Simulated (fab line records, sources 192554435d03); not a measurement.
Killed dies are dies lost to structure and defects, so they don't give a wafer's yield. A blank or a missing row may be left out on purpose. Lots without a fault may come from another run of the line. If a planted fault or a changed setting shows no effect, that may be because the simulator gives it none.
fab line records	flow n5_finfet
record lots=24	wafers=72	last_day=17
route steps=1938 shown BEOL_M4@1094 BEOL_M5@1129
lots that met no fault: from a run of the same line without faults
start_h: hours from the record's opening day to when the first of the lot's shown wafers began	wait_h: hours from the lot's prior step to this one	" repeats the value in the row above	L1.1+2: a single row standing in for several wafers	- no value, or no start given	* or withheld: withheld	< > ~ a bound
route shown NAME@n: names a module that has steps shown in the file, with the first one's number in the route	usual: average and standard deviation across the fault-free wafers	same: alike in all rows	chamber/n: place in a boat	sites: the reading at each site	_std_site: the values' standard deviation	_edge_site: the outer-site mean with the inner-site mean subtracted	radius_mm: for every site, how far away it sits from the centre of the wafer	mask NAME#n: copy n	behind: the tool/chamber that last shaped the wafer	hold: cause of the lot's hold/its duration in hours/its outcome	device: the transistor (n, p or np) that didn't switch	end of line: the same wafers' tests at the end of the route	where a step has no rows: the recipe by itself	killed: the dies lost at the first sort to structure and to defects; this is not the yield of the wafer	map: per-die view of a wafer (x killed, . not killed, _ where there is no die)
set.NAME: the setting as run; set.NAME@STEP: as run at that earlier step	model.NAME: the simulator's own value behind a step, which no gauge read
one table for each step of the route and one row for each wafer, over a sample of lots
services: a tool's chamber out of use, with start hour (start_h, from the record's first day; less than 0 if before it), hours out, and reason
## steps
# step N5_BEOL_M4_SPUTTER_90
# recipe material=Cu	target_thk_a=45	temp_c=-20	chamber_pressure_pa=0.07	power_w=withheld	time_s=8.29
# usual throttle_valve_pct=30.1/0.65
lot.wafer	tool	chamber	start_h	wait_h	throttle_valve_pct
L074.2	pvd_sputter-02	-	173.78	0.1	29.2
L074.3	"	-	"	"	30.0
L074.5	"	-	"	"	30.1
L076.1	pvd_sputter-03	-	177.19	0.1	28.6
L076.2	"	-	"	"	30.5
L076.5	"	-	"	"	28.7
L075.2	pvd_sputter-01	-	182.09	0.1	30.0
L075.3	"	-	"	"	30.3
L075.4	"	-	"	"	30.3
L077.1	pvd_sputter-03	-	187.82	0.1	28.6
L077.2	"	-	"	"	30.5
L077.3	"	-	"	"	30.0
L078.2	pvd_sputter-01	-	191.36	0.1	30.8
L078.3	"	-	"	"	29.4
L078.6	"	-	"	"	30.0
L079.1	pvd_sputter-03	-	200.09	0.1	28.9
L079.4	"	-	"	"	30.7
L079.5	"	-	"	"	30.6
L080.2	pvd_sputter-02	-	204.17	0.1	29.0
L080.3	"	-	"	"	31.0
L080.6	"	-	"	"	29.2
L081.1	pvd_sputter-01	-	217.94	0.1	30.8
L081.3	"	-	"	"	30.4
L081.6	"	-	"	"	30.5
L083.1	pvd_sputter-03	-	220.17	0.1	30.6
L083.2	"	-	"	"	30.0
L083.6	"	-	"	"	30.6
L082.2	pvd_sputter-03	-	226.18	0.1	28.6
L082.3	"	-	"	"	29.8
L082.5	"	-	"	"	30.8
L084.2	pvd_sputter-02	-	229.30	0.1	30.8
L084.3	"	-	"	"	30.2
L084.6	"	-	"	"	30.1
L085.1	pvd_sputter-03	-	245.11	0.1	28.3
L085.2	"	-	"	"	31.0
L085.3	"	-	"	"	30.1
L086.3	pvd_sputter-01	-	249.27	0.1	30.7
L086.5	"	-	"	"	30.3
L086.6	"	-	"	"	30.6
L088.1	pvd_sputter-02	-	249.61	0.1	29.2
L088.4	"	-	"	"	30.3
L088.5	"	-	"	"	30.2
L087.3	pvd_sputter-02	-	252.78	0.1	30.5
L087.4	"	-	"	"	30.9
L087.5	"	-	"	"	30.4
L091.2	pvd_sputter-01	-	254.79	0.1	30.6
L091.3	"	-	"	"	29.1
L091.6	"	-	"	"	30.1
L090.3	pvd_sputter-01	-	257.82	0.1	30.4
L090.4	"	-	"	"	29.9
L090.5	"	-	"	"	29.5
L089.1	pvd_sputter-03	-	262.79	0.1	29.9
L089.2	"	-	"	"	30.8
L089.6	"	-	"	"	30.8
L092.1	pvd_sputter-03	-	280.40	0.1	28.7
L092.2	"	-	"	"	30.9
L092.5	"	-	"	"	30.4
L093.1	pvd_sputter-02	-	282.47	0.1	30.8
L093.2	"	-	"	"	30.2
L093.5	"	-	"	"	30.8
L094.1	pvd_sputter-02	-	286.91	0.1	30.1
L094.2	"	-	"	"	30.5
L094.4	"	-	"	"	29.2
L095.1	pvd_sputter-02	-	291.64	0.1	31.0
L095.3	"	-	"	"	29.1
L095.6	"	-	"	"	30.1
L097.1	pvd_sputter-01	-	308.10	0.1	29.4
L097.4	"	-	"	"	30.6
L097.6	"	-	"	"	30.5
L096.2	pvd_sputter-03	-	308.21	0.1	30.7
L096.5	"	-	"	"	30.5
L096.6	"	-	"	"	30.4
# step N5_BEOL_M5_DESCUM_16
# recipe chemistry=O2	time_s=7	source_power_w=50	bias_power_w=20	pressure_mtorr=20	rf_frequency_hz=2.712e+07	temp_c=40	resist=CAR-EUV	o2_flow_sccm=225
# usual chamber_pressure_mTorr=20.003/0.018	drypump_motor_current_A=5.8/0.41	oes_product_au=0.80/0.067	rf_fwd_power_W=49.40/0.2	rf_vpp_V=243.6/1.5	showerhead_plenum_p_Torr=2.12/0.079	throttle_valve_pct=20.40/0.18
lot.wafer	tool	chamber	start_h	wait_h	chamber_pressure_mTorr	drypump_motor_current_A	oes_product_au	rf_fwd_power_W	rf_hours_counter_h	rf_vpp_V	showerhead_plenum_p_Torr	throttle_valve_pct
L074.2	rie_diel-04	0	179.10	0.1	19.996	5.1	0.75	49.59	158	242.8	2.09	20.31
L074.3	"	2	"	"	19.988	5.6	0.93	49.70	12	243.9	2.23	20.05
L074.5	"	0	"	"	20.028	5.1	0.76	49.69	-	241.8	2.09	20.33
L076.1	rie_diel-04	1	181.99	0.0	20.006	5.9	0.86	49.03	51	245.6	2.22	20.47
L076.2	"	2	"	"	20.000	5.6	0.91	49.14	13	246.5	2.23	20.04
L076.5	"	1	"	"	20.001	5.9	0.85	49.10	-	246.2	2.22	20.47
L075.2	rie_diel-01	3	189.08	0.0	20.035	6.0	0.79	48.90	151	244.3	2.09	20.29
L075.3	"	2	"	"	19.984	5.2	0.80	49.21	105	243.0	2.04	20.60
L075.4	"	3	"	"	20.015	6.0	0.78	49.03	-	242.3	2.09	20.28
L077.1	rie_diel-05	0	193.11	0.1	19.988	5.9	0.95	49.48	13	242.8	2.15	20.45
L077.2	"	3	"	"	19.952	6.2	0.72	49.42	227	243.5	2.14	20.34
L077.3	"	2	"	"	19.973	5.3	0.79	49.34	113	243.5	2.11	20.64
L078.2	rie_diel-04	1	196.81	0.0	19.995	5.9	0.86	49.20	55	245.1	2.21	20.47
L078.3	"	0	"	"	20.006	5.1	0.75	49.41	164	243.0	2.08	20.34
L078.6	"	3	"	"	20.017	5.7	0.96	49.58	-	245.9	2.25	20.36
L079.1	rie_diel-05	3	206.56	1.0	20.012	6.2	0.72	49.36	232	243.5	2.14	20.35
L079.4	"	3	"	"	20.035	6.2	0.72	49.54	-	245.7	2.14	20.36
L079.5	"	1	"	"	20.007	6.1	0.78	49.71	-	241.3	2.03	20.56
L080.2	rie_diel-05	2	210.30	0.0	19.980	5.3	0.79	49.33	118	243.2	2.11	20.66
L080.3	"	0	"	"	19.996	5.9	0.93	49.40	18	244.3	2.15	20.45
L080.6	"	3	"	"	20.026	6.2	0.72	49.50	-	245.4	2.14	20.35
L081.1	rie_diel-01	2	222.20	0.1	19.994	5.2	0.79	49.27	119	243.5	2.03	20.60
L081.3	"	3	"	"	20.000	6.0	0.78	49.39	164	242.9	2.09	20.32
L081.6	"	2	"	"	20.008	5.2	0.79	49.00	-	242.1	2.03	20.63
L083.1	rie_diel-04	0	224.86	0.1	20.012	5.1	0.75	49.53	170	242.5	2.08	20.34
L083.2	"	3	"	"	20.007	5.7	0.91	49.53	12	244.2	2.25	20.39
L083.6	"	2	"	"	20.031	5.6	0.89	49.60	-	246.9	2.22	20.05
L082.2	rie_diel-05	1	231.34	0.4	20.008	6.1	0.77	49.65	125	242.2	2.02	20.57
L082.3	"	3	"	"	20.025	6.2	0.71	49.58	239	244.9	2.13	20.36
L082.5	"	0	"	"	20.004	5.9	0.91	49.24	-	244.6	2.15	20.47
L084.2	rie_diel-04	0	234.86	0.0	20.014	5.1	0.75	49.09	173	241.5	2.08	20.38
L084.3	"	3	"	"	19.991	5.7	0.91	49.65	15	245.7	2.25	20.37
L084.6	"	3	"	"	19.969	5.7	0.91	49.41	-	246.2	2.25	20.37
L085.1	rie_diel-04	2	250.81	0.0	19.995	5.6	0.89	49.43	34	246.3	2.22	20.06
L085.2	"	0	"	"	20.002	5.1	0.74	49.49	178	243.2	2.08	20.36
L085.3	"	1	"	"	20.019	5.9	0.83	49.22	71	245.0	2.21	20.50
L086.3	rie_diel-01	1	254.46	0.2	20.010	6.3	0.82	49.40	89	242.4	2.02	20.11
L086.5	"	3	"	"	19.998	6.0	0.76	49.50	-	242.8	2.08	20.32
L086.6	"	1	"	"	19.993	6.3	0.81	49.30	-	242.8	2.02	20.13
L088.1	rie_diel-04	1	254.55	0.0	20.009	5.9	0.83	49.30	73	245.5	2.21	20.50
L088.4	"	0	"	"	20.002	5.2	0.74	49.59	-	242.1	2.08	20.37
L088.5	"	1	"	"	20.014	5.9	0.82	49.39	-	245.5	2.21	20.50
L087.3	rie_diel-05	1	257.32	0.5	20.008	6.1	0.77	49.66	132	243.4	2.02	20.56
L087.4	"	0	"	"	20.029	5.9	0.90	49.18	32	243.5	2.15	20.47
L087.5	"	1	"	"	19.998	6.1	0.77	49.66	-	242.9	2.02	20.57
L091.2	rie_diel-01	3	260.00	0.6	20.010	6.0	0.75	49.05	179	243.5	2.08	20.31
L091.3	"	0	"	"	19.981	6.1	0.72	49.49	207	243.1	2.16	20.45
L091.6	"	3	"	"	19.981	6.0	0.76	49.21	-	242.4	2.08	20.34
L090.3	rie_diel-04	3	264.94	0.0	20.015	5.7	0.88	49.51	25	245.8	2.24	20.39
L090.4	"	0	"	"	20.011	5.1	0.74	49.54	-	241.7	2.08	20.36
L090.5	"	1	"	"	19.987	5.9	0.82	49.15	-	244.6	2.21	20.50
L089.1	rie_diel-05	0	267.90	0.0	20.000	5.9	0.89	49.40	35	243.3	2.15	20.47
L089.2	"	3	"	"	20.010	6.1	0.71	49.51	248	244.0	2.13	20.38
L089.6	"	2	"	"	20.013	5.3	0.76	49.27	-	246.3	2.10	20.67
L092.1	rie_diel-01	0	285.01	0.0	20.013	6.1	0.71	49.72	216	244.0	2.16	20.47
L092.2	"	3	"	"	19.983	6.0	0.75	49.09	187	244.3	2.08	20.35
L092.5	"	1	"	"	19.995	6.3	0.80	49.27	-	242.5	2.01	20.11
L093.1	rie_diel-01	0	288.18	0.1	19.992	6.1	0.71	49.71	217	242.7	2.16	20.47
L093.2	"	2	"	"	19.980	5.2	0.77	49.15	141	241.8	2.02	20.66
L093.5	"	1	"	"	20.019	6.3	0.81	49.44	-	242.4	2.01	20.11
L094.1	rie_diel-01	0	293.25	0.0	20.000	6.1	0.71	49.54	219	244.2	2.16	20.48
L094.2	"	1	"	"	20.017	6.3	0.80	49.35	103	242.0	2.01	20.11
L094.4	"	2	"	"	19.999	5.1	0.77	49.14	143	241.4	2.02	20.64
L095.1	rie_diel-01	3	296.79	0.0	20.026	6.0	0.75	49.26	190	243.2	2.08	20.33
L095.3	"	1	"	"	20.034	6.3	0.80	49.46	104	241.2	2.01	20.13
L095.6	"	2	"	"	19.983	5.2	0.76	49.60	-	241.4	2.02	20.66
L097.1	rie_diel-04	3	313.24	0.3	20.041	5.7	0.86	49.58	41	244.8	2.24	20.42
L097.4	"	1	"	"	20.028	5.8	0.82	49.09	91	245.1	2.20	20.51
L097.6	"	1	"	"	20.004	5.8	0.81	48.93	-	245.5	2.20	20.53
L096.2	rie_diel-01	3	313.27	0.1	19.999	6.0	0.74	49.33	195	242.7	2.08	20.35
L096.5	"	2	"	"	20.007	5.2	0.75	49.42	-	241.7	2.02	20.66
L096.6	"	3	"	"	19.993	6.0	0.73	49.38	-	242.8	2.08	20.34
# step N5_BEOL_M5_HM_OPEN_17
# recipe chemistry=Cl2/BCl3	target_depth_a=200	overetch_a=60	target=TiN	mask_material=SOC	ion_energy_ev=150	pressure_mtorr=10	icp_w=1000	bias_w=126	Cl2_flow_sccm=53.25	bcl3_flow_sccm=21.75	Ar_flow_sccm=25
# usual chamber_pressure_mTorr=9.999/0.0097	drypump_motor_current_A=5.8/0.37	oes_product_au=0.71/0.11	rf_fwd_power_W=993/3.1	throttle_valve_pct=22.0/0.35
lot.wafer	tool	chamber	start_h	wait_h	chamber_pressure_mTorr	drypump_motor_current_A	oes_product_au	rf_fwd_power_W	rf_hours_counter_h	throttle_valve_pct
L074.2	rie_metal-03	0	179.35	0.0	9.999	5.6	0.57	992	101	22.0
L074.3	"	1	"	"	9.999	5.6	0.56	993	-	22.1
L074.5	"	1	"	"	10.010	5.6	0.56	997	-	22.2
L076.1	rie_metal-01	0	182.24	0.0	10.013	6.5	0.52	992	130	22.2
L076.2	"	1	"	"	9.999	5.6	0.80	991	3	22.4
L076.5	"	1	"	"	10.000	5.6	0.79	992	-	22.4
L075.2	rie_metal-01	1	189.32	0.0	9.994	5.6	0.79	990	4	22.4
L075.3	"	1	"	"	9.998	5.6	0.79	994	-	22.4
L075.4	"	0	"	"	9.983	6.5	0.52	992	-	22.2
L077.1	rie_metal-02	1	193.35	0.0	10.003	5.5	0.51	988	133	22.4
L077.2	"	0	"	"	9.977	5.9	0.78	995	10	21.4
L077.3	"	0	"	"	9.993	5.9	0.78	992	-	21.5
L078.2	rie_metal-02	0	197.09	0.1	9.986	5.9	0.78	996	-	21.4
L078.3	"	0	"	"	10.016	5.9	0.77	995	-	21.5
L078.6	"	0	"	"	9.985	5.9	0.79	997	-	21.4
L079.1	rie_metal-01	0	206.81	0.0	10.007	6.5	0.51	997	132	22.3
L079.4	"	0	"	"	9.982	6.5	0.51	997	-	22.3
L079.5	"	0	"	"	9.996	6.5	0.50	997	-	22.3
L080.2	rie_metal-01	0	210.58	0.1	9.995	6.5	0.51	997	132	22.2
L080.3	"	0	"	"	9.996	6.5	0.52	991	-	22.3
L080.6	"	1	"	"	9.999	5.5	0.78	993	-	22.4
L081.1	rie_metal-02	0	222.45	0.0	10.001	5.9	0.75	990	15	21.5
L081.3	"	1	"	"	10.002	5.5	0.83	990	-	22.0
L081.6	"	1	"	"	9.997	5.5	0.83	992	-	22.0
L083.1	rie_metal-02	0	225.11	0.0	10.006	5.9	0.75	997	15	21.5
L083.2	"	1	"	"	9.998	5.5	0.82	992	1	22.0
L083.6	"	0	"	"	9.998	5.9	0.76	999	-	21.5
L082.2	rie_metal-01	1	231.62	0.1	9.997	5.6	0.77	993	-	22.4
L082.3	"	1	"	"	9.998	5.6	0.76	992	-	22.4
L082.5	"	1	"	"	10.002	5.6	0.77	996	-	22.5
L084.2	rie_metal-03	0	235.11	0.0	9.979	5.6	0.56	993	106	22.1
L084.3	"	1	"	"	9.995	5.6	0.56	990	-	22.2
L084.6	"	1	"	"	10.019	5.6	0.56	996	-	22.2
L085.1	rie_metal-02	1	251.06	0.0	10.009	5.5	0.81	993	2	22.0
L085.2	"	0	"	"	9.994	5.9	0.74	992	16	21.5
L085.3	"	1	"	"	9.990	5.5	0.81	992	-	22.0
L086.3	rie_metal-01	0	254.74	0.1	9.999	6.5	0.79	993	-	21.9
L086.5	"	0	"	"	9.994	6.6	0.80	991	-	21.9
L086.6	"	1	"	"	10.011	5.6	0.76	993	-	22.4
L088.1	rie_metal-02	1	254.80	0.0	10.007	5.5	0.81	997	3	22.0
L088.4	"	0	"	"	9.999	5.9	0.75	997	-	21.5
L088.5	"	1	"	"	10.005	5.5	0.82	991	-	21.9
L087.3	rie_metal-03	0	257.59	0.1	9.997	5.7	0.55	992	-	22.1
L087.4	"	1	"	"	9.981	5.6	0.55	993	-	22.2
L087.5	"	1	"	"	9.991	5.6	0.55	989	-	22.2
L091.2	rie_metal-02	0	260.25	0.0	10.018	5.9	0.74	999	17	21.5
L091.3	"	1	"	"	10.004	5.5	0.80	993	-	22.0
L091.6	"	1	"	"	10.002	5.5	0.79	988	-	22.0
L090.3	rie_metal-02	0	265.21	0.1	10.012	5.8	0.75	997	-	21.4
L090.4	"	1	"	"	9.989	5.5	0.82	986	-	21.9
L090.5	"	1	"	"	10.013	5.5	0.80	988	-	22.0
L089.1	rie_metal-02	1	268.14	0.0	10.000	5.5	0.81	991	3	22.0
L089.2	"	0	"	"	10.003	5.9	0.74	994	17	21.5
L089.6	"	1	"	"	10.003	5.5	0.79	993	-	22.0
L092.1	rie_metal-01	1	285.26	0.0	10.004	5.5	0.75	990	14	22.4
L092.2	"	0	"	"	9.993	6.6	0.78	986	5	21.9
L092.5	"	1	"	"	10.006	5.5	0.74	986	-	22.4
L093.1	rie_metal-01	1	288.43	0.0	10.022	5.5	0.73	996	14	22.5
L093.2	"	0	"	"	9.998	6.5	0.77	1000	5	21.9
L093.5	"	0	"	"	10.019	6.5	0.78	994	-	21.9
L094.1	rie_metal-01	0	293.50	0.0	10.010	6.5	0.77	994	5	21.9
L094.2	"	1	"	"	10.008	5.5	0.74	994	14	22.5
L094.4	"	0	"	"	10.009	6.6	0.78	996	-	21.9
L095.1	rie_metal-02	1	297.03	0.0	9.995	5.5	0.79	998	6	22.0
L095.3	"	0	"	"	9.990	5.9	0.74	990	-	21.5
L095.6	"	1	"	"	9.999	5.5	0.79	997	-	22.0
L097.1	rie_metal-01	1	313.48	0.0	9.996	5.5	0.73	988	15	22.5
L097.4	"	1	"	"	10.005	5.5	0.73	990	-	22.5
L097.6	"	1	"	"	9.999	5.5	0.74	994	-	22.5
L096.2	rie_metal-03	0	313.54	0.1	10.010	5.6	0.54	999	-	22.1
L096.5	"	0	"	"	10.001	5.6	0.54	993	-	22.1
L096.6	"	0	"	"	9.991	5.6	0.55	992	-	22.1
# step N5_BEOL_M5_CD_MEAS_28
# recipe target_cd_nm=30.6	landing_energy_ev=500	detector=se_inlens	target_cd_y_nm=20	polarity=opening
# usual cd_nm=30.61/0.26
lot.wafer	tool	chamber	start_h	wait_h	cd_nm
L074.2	cd_sem-03	0	179.96	-	30.16
L074.3	"	0	"	"	30.33
L074.5	"	0	"	"	30.54
L076.1	cd_sem-03	0	182.73	-	30.59
L076.2	"	0	"	"	30.87
L076.5	"	0	"	"	30.73
L075.2	cd_sem-03	0	190.24	-	30.82
L075.3	"	0	"	"	30.46
L075.4	"	0	"	"	30.49
L077.1	cd_sem-01	0	195.22	-	30.69
L077.2	"	0	"	"	30.51
L077.3	"	0	"	"	30.90
L078.2	cd_sem-03	0	197.78	-	30.75
L078.3	"	0	"	"	30.93
L078.6	"	0	"	"	30.67
L079.1	cd_sem-02	0	208.83	-	30.91
L079.4	"	0	"	"	30.59
L079.5	"	0	"	"	30.57
L080.2	cd_sem-01	0	212.26	-	30.54
L080.3	"	0	"	"	30.12
L080.6	"	0	"	"	30.32
L081.1	cd_sem-03	0	223.45	-	30.36
L081.3	"	0	"	"	30.76
L081.6	"	0	"	"	30.06
L083.1	cd_sem-01	0	226.43	-	30.54
L083.2	"	0	"	"	30.74
L083.6	"	0	"	"	30.76
L082.2	cd_sem-02	0	232.27	-	30.03
L082.3	"	0	"	"	30.64
L082.5	"	0	"	"	30.76
L084.2	cd_sem-01	0	235.77	-	30.57
L084.3	"	0	"	"	30.77
L084.6	"	0	"	"	30.42
L085.1	cd_sem-01	0	253.29	-	30.86
L085.2	"	0	"	"	30.89
L085.3	"	0	"	"	30.43
L086.3	cd_sem-01	0	255.33	-	31.02
L086.5	"	0	"	"	30.60
L086.6	"	0	"	"	30.69
L088.1	cd_sem-03	0	255.50	-	30.56
L088.4	"	0	"	"	30.66
L088.5	"	0	"	"	30.44
L087.3	cd_sem-02	0	259.11	-	30.75
L087.4	"	0	"	"	30.82
L087.5	"	0	"	"	30.10
L091.2	cd_sem-01	0	263.13	-	30.10
L091.3	"	0	"	"	30.36
L091.6	"	0	"	"	30.33
L090.3	cd_sem-01	0	267.50	-	31.02
L090.4	"	0	"	"	30.61
L090.5	"	0	"	"	30.07
L089.1	cd_sem-01	0	270.25	-	30.79
L089.2	"	0	"	"	30.60
L089.6	"	0	"	"	30.95
L092.1	cd_sem-03	0	285.75	-	30.97
L092.2	"	0	"	"	30.88
L092.5	"	0	"	"	30.92
L093.1	cd_sem-01	0	291.85	-	30.40
L093.2	"	0	"	"	31.06
L093.5	"	0	"	"	30.49
L094.1	cd_sem-03	0	295.12	-	30.33
L094.2	"	0	"	"	30.74
L094.4	"	0	"	"	30.56
L095.1	cd_sem-03	0	297.65	-	30.48
L095.3	"	0	"	"	30.43
L095.6	"	0	"	"	30.50
L097.1	cd_sem-03	0	314.90	-	30.84
L097.4	"	0	"	"	30.94
L097.6	"	0	"	"	30.78
L096.2	cd_sem-01	0	315.08	-	30.48
L096.5	"	0	"	"	31.01
L096.6	"	0	"	"	30.98
# step N5_BEOL_M5_OVL_MEAS_29
# recipe points_per_wafer=522
# usual V4_OVL=-0.2/0.68
lot.wafer	tool	chamber	start_h	wait_h	V4_OVL[nm]
L074.2	overlay-02	0	180.00	0.0	-0.1
L074.3	"	0	"	"	-1.1
L074.5	"	0	"	"	-0.6
L076.1	overlay-02	0	182.76	0.0	-0.4
L076.2	"	0	"	"	-0.8
L076.5	"	0	"	"	-0.5
L075.2	overlay-01	0	190.27	0.0	0.3
L075.3	"	0	"	"	0.4
L075.4	"	0	"	"	-0.1
L077.1	overlay-01	0	195.25	0.0	-0.4
L077.2	"	0	"	"	0.5
L077.3	"	0	"	"	-1.1
L078.2	overlay-02	0	197.81	0.0	0.3
L078.3	"	0	"	"	-0.8
L078.6	"	0	"	"	-0.4
L079.1	overlay-02	0	208.86	0.0	-1.5
L079.4	"	0	"	"	-0.4
L079.5	"	0	"	"	-0.7
L080.2	overlay-02	0	212.30	0.0	-0.2
L080.3	"	0	"	"	0.9
L080.6	"	0	"	"	0.1
L081.1	overlay-02	0	223.48	0.0	-0.3
L081.3	"	0	"	"	-0.3
L081.6	"	0	"	"	0.2
L083.1	overlay-01	0	226.46	0.0	0.0
L083.2	"	0	"	"	0.4
L083.6	"	0	"	"	0.8
L082.2	overlay-02	0	232.31	0.0	-0.8
L082.3	"	0	"	"	0.2
L082.5	"	0	"	"	0.0
L084.2	overlay-02	0	235.80	0.0	-0.9
L084.3	"	0	"	"	-0.3
L084.6	"	0	"	"	-0.4
L085.1	overlay-01	0	253.32	0.0	0.9
L085.2	"	0	"	"	0.3
L085.3	"	0	"	"	0.8
L086.3	overlay-01	0	255.37	0.0	-0.3
L086.5	"	0	"	"	-1.7
L086.6	"	0	"	"	0.4
L088.1	overlay-01	0	255.53	0.0	0.7
L088.4	"	0	"	"	0.0
L088.5	"	0	"	"	0.4
L087.3	overlay-01	0	259.15	0.0	0.2
L087.4	"	0	"	"	-0.8
L087.5	"	0	"	"	-1.6
L091.2	overlay-01	0	263.17	0.0	-0.2
L091.3	"	0	"	"	-0.1
L091.6	"	0	"	"	0.6
L090.3	overlay-01	0	267.54	0.0	0.8
L090.4	"	0	"	"	0.5
L090.5	"	0	"	"	1.2
L089.1	overlay-02	0	270.28	0.0	-1.5
L089.2	"	0	"	"	-1.1
L089.6	"	0	"	"	-1.0
L092.1	overlay-01	0	285.78	0.0	0.1
L092.2	"	0	"	"	-0.5
L092.5	"	0	"	"	-0.3
L093.1	overlay-02	0	291.88	0.0	0.3
L093.2	"	0	"	"	1.1
L093.5	"	0	"	"	0.0
L094.1	overlay-01	0	295.15	0.0	-0.2
L094.2	"	0	"	"	-0.6
L094.4	"	0	"	"	-0.8
L095.1	overlay-01	0	297.68	0.0	1.4
L095.3	"	0	"	"	1.4
L095.6	"	0	"	"	0.1
L097.1	overlay-02	0	314.93	0.0	-1.6
L097.4	"	0	"	"	-0.5
L097.6	"	0	"	"	-0.9
L096.2	overlay-01	0	315.12	0.0	-1.4
L096.5	"	0	"	"	-0.3
L096.6	"	0	"	"	-1.1
# step N5_BEOL_M5_CURE_80
# recipe temp_c=370	time_s=120	ambient=DMADMS/He	material=SiCOH_lowk
# usual lamp_power_pct=52.31/0.063	wafer_temp_C_max=371.9/0.65
lot.wafer	tool	chamber	start_h	wait_h	lamp_power_pct	wafer_temp_C_max
L074.2	uv_cure-03	2	180.88	0.1	52.25	371.2
L074.3	"	2	"	"	52.35	371.2
L074.5	"	2	"	"	52.33	371.4
L076.1	uv_cure-01	2	183.47	0.0	52.38	372.1
L076.2	"	2	"	"	52.29	371.9
L076.5	"	2	"	"	52.41	371.4
L075.2	uv_cure-03	0	191.12	0.2	52.40	372.1
L075.3	"	0	"	"	52.27	373.3
L075.4	"	0	"	"	52.27	373.5
L077.1	uv_cure-02	0	196.05	0.0	52.40	372.2
L077.2	"	0	"	"	52.30	372.2
L077.3	"	0	"	"	52.28	371.4
L078.2	uv_cure-03	1	198.57	0.1	52.29	371.8
L078.3	"	1	"	"	52.21	371.2
L078.6	"	1	"	"	52.25	371.2
L079.1	uv_cure-02	2	209.56	0.0	52.29	371.3
L079.4	"	2	"	"	52.26	370.9
L079.5	"	2	"	"	52.30	370.6
L080.2	uv_cure-03	2	213.22	0.3	52.44	371.7
L080.3	"	2	"	"	52.34	371.9
L080.6	"	2	"	"	52.31	371.5
L081.1	uv_cure-03	2	224.20	0.0	52.29	371.8
L081.3	"	2	"	"	52.33	372.1
L081.6	"	2	"	"	52.31	372.0
L083.1	uv_cure-02	1	227.16	0.0	52.43	371.9
L083.2	"	1	"	"	52.38	371.9
L083.6	"	1	"	"	52.25	371.2
L082.2	uv_cure-03	0	234.17	0.8	52.34	372.9
L082.3	"	0	"	"	52.26	373.1
L082.5	"	0	"	"	52.24	374.2
L084.2	uv_cure-01	2	236.60	0.1	52.20	372.0
L084.3	"	2	"	"	52.35	373.0
L084.6	"	2	"	"	52.26	372.5
L085.1	uv_cure-01	0	254.39	0.0	52.40	373.0
L085.2	"	0	"	"	52.28	373.0
L085.3	"	0	"	"	52.47	373.0
L086.3	uv_cure-01	2	257.76	0.4	52.28	372.4
L086.5	"	2	"	"	52.37	371.7
L086.6	"	2	"	"	52.34	371.9
L088.1	uv_cure-02	0	257.93	0.2	52.31	371.6
L088.4	"	0	"	"	52.23	371.9
L088.5	"	0	"	"	52.40	371.9
L087.3	uv_cure-01	1	260.25	0.1	52.29	371.7
L087.4	"	1	"	"	52.45	372.4
L087.5	"	1	"	"	52.36	372.0
L091.2	uv_cure-02	0	264.43	0.3	52.32	371.8
L091.3	"	0	"	"	52.36	371.7
L091.6	"	0	"	"	52.42	371.7
L090.3	uv_cure-01	0	268.60	0.3	52.27	371.9
L090.4	"	0	"	"	52.29	371.6
L090.5	"	0	"	"	52.36	373.1
L089.1	uv_cure-02	1	271.24	0.3	52.34	371.7
L089.2	"	1	"	"	52.24	371.4
L089.6	"	1	"	"	52.25	371.6
L092.1	uv_cure-01	2	286.50	0.1	52.22	372.7
L092.2	"	2	"	"	52.36	371.9
L092.5	"	2	"	"	52.31	372.3
L093.1	uv_cure-02	2	292.78	0.2	52.32	370.7
L093.2	"	2	"	"	52.34	371.7
L093.5	"	2	"	"	52.30	371.4
L094.1	uv_cure-02	1	295.86	0.0	52.29	371.8
L094.2	"	1	"	"	52.28	371.3
L094.4	"	1	"	"	52.36	371.5
L095.1	uv_cure-02	0	298.39	0.0	52.24	372.2
L095.3	"	0	"	"	52.26	372.3
L095.6	"	0	"	"	52.38	372.3
L097.1	uv_cure-02	0	316.09	0.5	52.36	371.8
L097.4	"	0	"	"	52.42	372.3
L097.6	"	0	"	"	52.26	371.9
L096.2	uv_cure-02	1	316.44	0.5	52.39	372.0
L096.5	"	1	"	"	52.31	371.3
L096.6	"	1	"	"	52.26	371.5
## services
tool	chamber	start_h	hours	kind
uv_cure-03	-	151.01	2.8	pm
pvd_sputter-01	-	151.43	3.4	repair
rie_diel-01	3	154.67	14.1	repair
rie_metal-03	-	168.61	0.6	repair
rie_diel-04	3	176.15	-	clean
rie_diel-04	3	176.15	-	consumable_replace:focus_ring
rie_diel-04	3	176.15	-	consumable_replace:showerhead
rie_metal-01	-	179.17	2.1	repair
rie_metal-02	1	196.55	-	clean
rie_metal-02	1	196.55	16.0	scheduled_down
rie_metal-02	1	196.55	16.0	vent_cycle
rie_diel-04	0	202.29	6.5	repair
rie_diel-05	2	205.97	1.6	repair
rie_metal-01	0	216.25	-	clean
rie_diel-05	-	216.89	0.8	repair
uv_cure-01	-	222.97	2.1	pm
uv_cure-02	-	232.28	6.0	pm
rie_diel-04	2	233.69	4.1	repair
rie_metal-02	-	243.73	5.6	repair
uv_cure-03	-	247.32	129.3	repair
rie_diel-04	2	252.40	19.3	repair
rie_diel-05	3	276.30	-	clean
uv_cure-01	-	288.41	7.5	pm
rie_metal-01	1	308.47	4.1	repair
## key
fault none
